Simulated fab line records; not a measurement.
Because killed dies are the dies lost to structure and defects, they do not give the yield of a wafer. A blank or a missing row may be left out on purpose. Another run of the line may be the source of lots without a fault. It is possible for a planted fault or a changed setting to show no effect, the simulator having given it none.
8D (eight disciplines) problem report, filled in by code || flow n5_finfet || the parts of the form that need people (team, actions taken, sign-off) are left out

## 1. WHAT IS WRONG
run_length_s at N5_HKMG_FIN_ETCH_55 reads a mean of 269.2 s on 2 wafers of 2 lots; wafers without a fault read 323.4 s with a standard deviation of 0.39. So: -99 or more standard deviations from the usual mean.
The step: etches SOC in N2/H2, target depth 240 nm, time 300 s.
Earliest sighting: wafer L379.2 on rie_diel-02 at day 7 23:32. The record holds 27 wafers of 9 lots with a number at this step. The rule behind "out" and "out of limits": a value lying over 4 standard deviations away from the usual mean. The other wafers with a number count as sound.

## 2. WHAT IT IS, AND WHAT IT ISN'T
{"question": "which readings at this step", "is": "run_length_s", "is not": "drypump_motor_current_A, oes_product_au, rf_vpp_V, showerhead_plenum_p_Torr, throttle_valve_pct"}
{"question": "which lots", "is": "L379, L382", "is not": "L363, L371, L374, L376, L383, L385, L386"}
{"question": "which wafers of those lots", "is": "L379.2, L382.5", "is not": "L379.3, L379.4, L382.1, L382.3"}
{"question": "read on which tools", "is": "rie_diel-02", "is not": "rie_diel-01, rie_diel-04"}
{"question": "when", "is": "from day 7 23:32", "is not": "up to then (14 sound wafers); but 11 sound wafers of L382, L383, L385, L386 came after"}

## 3. THE SUSPECTS, EACH WITH WHAT RULES IT OUT
Counting: any tool at a process step up to the reading remains a suspect provided it ran every lot that is out. Sound lots after the first of them don't rule it out here, since some wafers of a struck lot are sound.
- rie_diel-02 at N5_HKMG_FIN_ETCH_55 (etches SOC in N2/H2, target depth 240 nm, time 300 s): kept. It ran every lot that is out, first L379 (day 7 23:32); its last sound lot up to then is L376 (day 7 09:35). Its own run_length_s readings are out on those wafers.
The count leaves rie_diel-02 at N5_HKMG_FIN_ETCH_55.

## 4. THE CAUSE (what the simulator had put in)
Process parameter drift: rie_diel-02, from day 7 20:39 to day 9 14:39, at N5_HKMG_FIN_ETCH_55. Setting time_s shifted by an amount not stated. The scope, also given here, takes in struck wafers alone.
The count eliminated every tool but this one.

## 5. THE CHAIN OF EFFECTS, in route order
Each row: a reading where the mean over the struck wafers with a number is more than 3 standard deviations away from the usual. Only readings for which the record gives a usual standard deviation are gone through. hours: the time from each lot's start at the first step in this table that gives one to its start at this step, as a median over the lots. sigmas: the change in usual standard deviations.
{"hours": 0, "step": "N5_HKMG_FIN_ETCH_55", "reading": "run_length_s", "usual": "323.4 s", "on struck wafers": 269.2, "change": -54.1, "sigmas": "-99 or more"}
The process steps in it:
- N5_HKMG_FIN_ETCH_55: etches SOC in N2/H2, target depth 240 nm, time 300 s.
Later steps that measure or inspect, where all struck wafers having a row at the step show a number for every such reading and not one has moved that far: N5_BEOL_M4_RC_MEAS_101.

## 6. HOW IT WOULD HAVE BEEN CAUGHT EARLIER
The fault began at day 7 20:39; the first out-of-limits reading in this record came at day 7 23:32, 3 hours later.
